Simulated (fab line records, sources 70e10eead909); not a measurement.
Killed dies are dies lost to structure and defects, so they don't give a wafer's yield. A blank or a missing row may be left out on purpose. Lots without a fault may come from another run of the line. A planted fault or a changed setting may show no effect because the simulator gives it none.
Problem report in the 8D (eight disciplines) form, filled by code | flow nand_harc | the parts of the form that need people (team, actions taken, sign-off) are left out

1. THE PROBLEM
run_length_s at NHARC_A_STAIRCASE_ETCH_19 reads a mean of 54.7 s on 1 wafer of 1 lot; wafers without a fault read 61.9 s with a standard deviation of 0.45. That is -16 standard deviations from the usual mean.
The step: etches the open film in C4F8/O2, target depth 100 nm, time 40.5 s.
First seen on wafer L818.2, day 15 02:43, on rie_diel-10. The record holds 36 wafers of 12 lots with a number at this step. Rule for "out", or "out of limits": more than 4 standard deviations from the usual mean. The other wafers with a number count as sound.

2. WHAT IT IS AND WHAT IT IS NOT
question                    | is                | is not
which readings at this step | run_length_s      | oes_product_au, rf_vpp_V
which lots                  | L818              | L802, L804, L805, L806, L808, L809, L810, L811, L813, L821, L822
which wafers of those lots  | L818.2            | L818.1, L818.5
read on which tools         | rie_diel-10       | rie_diel-02, rie_diel-06
when                        | from day 15 02:43 | up to then (29 sound wafers); but 6 sound wafers of L821, L822 came after

3. SUSPECTS, AND WHAT RULES EACH OUT
Counting: a tool at a process step up to the reading stays a suspect if it ran every lot that is out. Sound lots after the first of them don't rule it out here, since some wafers of a struck lot are sound.
- rie_diel-10 at NHARC_A_STAIRCASE_ETCH_170 (etches the open film in C4F6/O2, target depth 200 nm, time 66.667 s): kept. It ran the lot that is out, L818 (day 15 02:43); its last sound lot up to then is L809 (day 13 11:35). NHARC_A_STAIRCASE_ETCH_170 gives no start for some lots, so the hours and the order of its lots are those of NHARC_A_STAIRCASE_ETCH_19.
- rie_diel-10 at NHARC_A_STAIRCASE_TRIM_14 (chemistry O2, time 211.2 s): kept. It ran the lot that is out, L818 (day 15 02:43); its last sound lot up to then is L811 (day 13 18:40). NHARC_A_STAIRCASE_TRIM_14 gives no start for some lots, so the hours and the order of its lots are those of NHARC_A_STAIRCASE_ETCH_19.
- rie_diel-10 at NHARC_A_STAIRCASE_ETCH_15 (etches the open film in C4F8/O2, target depth 100 nm, time 40.5 s): kept. It ran the lot that is out, L818 (day 15 02:43); its last sound lot up to then is L811 (day 13 18:40). NHARC_A_STAIRCASE_ETCH_15 gives no start for some lots, so the hours and the order of its lots are those of NHARC_A_STAIRCASE_ETCH_19.
- rie_diel-10 at NHARC_A_STAIRCASE_ETCH_19 (etches the open film in C4F8/O2, target depth 100 nm, time 40.5 s): kept. It ran the lot that is out, L818 (day 15 02:43); its last sound lot up to then is L811 (day 13 18:40). Its own readings are out on those wafers: run_length_s.
- Within rie_diel-10 at NHARC_A_STAIRCASE_ETCH_170: the wafers that are out ran in chamber 0; their sound lot-mates ran in chamber 2.
- Within rie_diel-10 at NHARC_A_STAIRCASE_ETCH_19: the wafers that are out ran in chamber 3; their sound lot-mates ran in chambers 0, 2.
Left after counting: rie_diel-10 at NHARC_A_STAIRCASE_ETCH_170, rie_diel-10 at NHARC_A_STAIRCASE_TRIM_14, rie_diel-10 at NHARC_A_STAIRCASE_ETCH_15, rie_diel-10 at NHARC_A_STAIRCASE_ETCH_19.

4. THE CAUSE (what the simulator had put in)
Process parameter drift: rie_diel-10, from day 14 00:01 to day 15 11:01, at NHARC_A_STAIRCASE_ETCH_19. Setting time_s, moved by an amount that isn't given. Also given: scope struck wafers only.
Counting left 4 suspects, and this tool is among them.

5. THE CHAIN OF EFFECTS, in route order
Each row: a reading whose mean over the struck wafers that have a number lies more than 3 standard deviations from the usual. Only readings for which the record gives a usual standard deviation are gone through. hours: the time from each lot's start at the first step in this table that gives one to its start at this step, as a median over the lots. sigmas: the change in usual standard deviations.
hours | step                      | reading      | usual  | on struck wafers | change | sigmas
0     | NHARC_A_STAIRCASE_ETCH_19 | run_length_s | 61.9 s | 54.7             | -7.2   | -16
The process steps in it:
- NHARC_A_STAIRCASE_ETCH_19: etches the open film in C4F8/O2, target depth 100 nm, time 40.5 s.

6. WHAT WOULD HAVE CAUGHT IT SOONER
In this record the first reading out of limits was taken at day 15 02:43, 27 hours after the fault began at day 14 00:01.
